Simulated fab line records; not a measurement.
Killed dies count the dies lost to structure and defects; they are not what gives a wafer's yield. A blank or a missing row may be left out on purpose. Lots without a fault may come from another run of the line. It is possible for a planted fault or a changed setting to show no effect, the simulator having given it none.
Problem report, 8D (eight disciplines) form, completed by code	flow n5 finfet	the parts of the form that need people (team, actions taken, sign-off) are left out

## 1. THE ISSUE
A mean of 890 is read at N5_BEOL_M3_INSPECT_59 for raw defect count, taken on 1 wafer of 1 lot, against 72 (standard deviation 24) on wafers free of any fault. That puts it +34 standard deviations away from the usual mean.
The step: inspects for defects (darkfield).
The first sign was on wafer L391.5 at day 9 13:45, on defect inspect-01. Wafers with a number at this step in the record: 15, from 5 lots. Rule for "out" (also "out of limits"): further than 4 standard deviations from the usual mean. All remaining wafers that have a number are taken as sound.

## 2. WHAT THIS IS AND IS NOT
question	is	is not
which readings at this step	raw defect count	-
which lots	L391	L388, L390, L403, L406
which wafers of those lots	L391.5	L391.3, L391.4
read on which gauges	defect inspect-01	defect inspect-02
when	from day 9 13:45	up to then (8 sound wafers); but 6 sound wafers of L403, L406 came after

## 3. SUSPECTS, AND WHAT RULES EACH OUT
Counting: any tool at a process step up to the reading remains a suspect provided it ran every lot that is out. Sound lots after the first of them don't rule it out here, since some wafers of a struck lot are sound.
- the gauge at N5_BEOL_M3_INSPECT_59 is ruled out. All the wafers that are out were read on defect inspect-01, but those of them that N5_PASSIVATION_PROBE_49 has rows for are out there too, on other tools.
- pvd sputter-03 at N5_BEOL_M3_ANNEAL_93 (time 240 s): kept. It processed L391, the lot that is out, at day 9 12:19, and its most recent sound lot before then was L390 at day 8 15:55.
- cvd co-01 at N5_BEOL_M3_CO_CAP_55 (material Co, precursor CCTBA/H2, target thk 2 nm, time 102.1 s): kept. It processed L391, the lot that is out, at day 9 13:32, and its most recent sound lot before then was L390 at day 8 17:08.
- pecvd-03 at N5_BEOL_M3_DEP_57 (deposits SiCN from 3MS/NH3, target thk 8 nm, time 14 s): kept. It ran the lot that is out, L391 (day 9 13:39).
- Within cvd co-01 at N5_BEOL_M3_CO_CAP_55: the wafers that are out ran in chamber 2; their sound lot-mates ran in chamber 0.
After the count, these remain: pvd sputter-03 at N5_BEOL_M3_ANNEAL_93, cvd co-01 at N5_BEOL_M3_CO_CAP_55 and pecvd-03 at N5_BEOL_M3_DEP_57.

## 4. THE CAUSE (what the simulator had put in)
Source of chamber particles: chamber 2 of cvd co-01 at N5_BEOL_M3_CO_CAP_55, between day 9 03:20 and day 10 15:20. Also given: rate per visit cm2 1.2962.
Counting leaves 3 suspects; this tool is one of them.

## 5. THE EFFECT CHAIN, in route order
Rows list readings where the struck wafers' mean (over those with a number) sits beyond 3 standard deviations from the usual. Scope: only readings with a usual standard deviation given in the record; hours: median across lots of the time from each lot's start at the first step in this table that gives one to its start at this step; sigmas: change in usual standard deviations.
hours	step	reading	usual	on struck wafers	change	sigmas
0	N5_BEOL_M3_INSPECT_59	raw defect count	72	890	+818	+34
4	N5_BEOL_M4_INSPECT_13	raw defect count	401	1205	+804	+8.9
130	N5_PASSIVATION_PROBE_49	defect limited yield	91.0 %	86.2	-4.8	-3.2
130	N5_PASSIVATION_PROBE_49	killed_at_M0_to_M3	37	97	+60	+5.0
130	N5_PASSIVATION_PROBE_49	killed dies	106	163	+57	+3.4
130	N5_PASSIVATION_PROBE_49	sort n pass	1074	1017	-57	-3.4
130	N5_PASSIVATION_PROBE_49	sort yield pct	91.0 %	86.2	-4.8	-3.2
Here are the process steps it includes:
- N5_PASSIVATION_PROBE_49
Later steps that measure or inspect, where all struck wafers having a row at the step show a number for every such reading and not one has moved that far: N5_BEOL_M4_THK_MEAS_01, N5_BEOL_M4_CD_MEAS_11, N5_BEOL_M4_OVL_MEAS_12, N5_BEOL_M4_RC_MEAS_101.

## 6. WHAT WOULD HAVE CAUGHT IT SOONER
Counted from the fault's start at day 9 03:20, it took 10 hours until the first out-of-limits reading at a measuring or inspecting step in this record, taken at day 9 13:45.
Of the tool readings at N5_BEOL_M3_CO_CAP_55 for which the record gives a usual standard deviation, none was out on any struck wafer, so an alarm limit of 4 standard deviations on them would not have fired.
By day 9 13:45, every lot that is out (1) had started N5_BEOL_M3_CO_CAP_55 on cvd co-01. A hold on the tool at that time would have spared none of them.
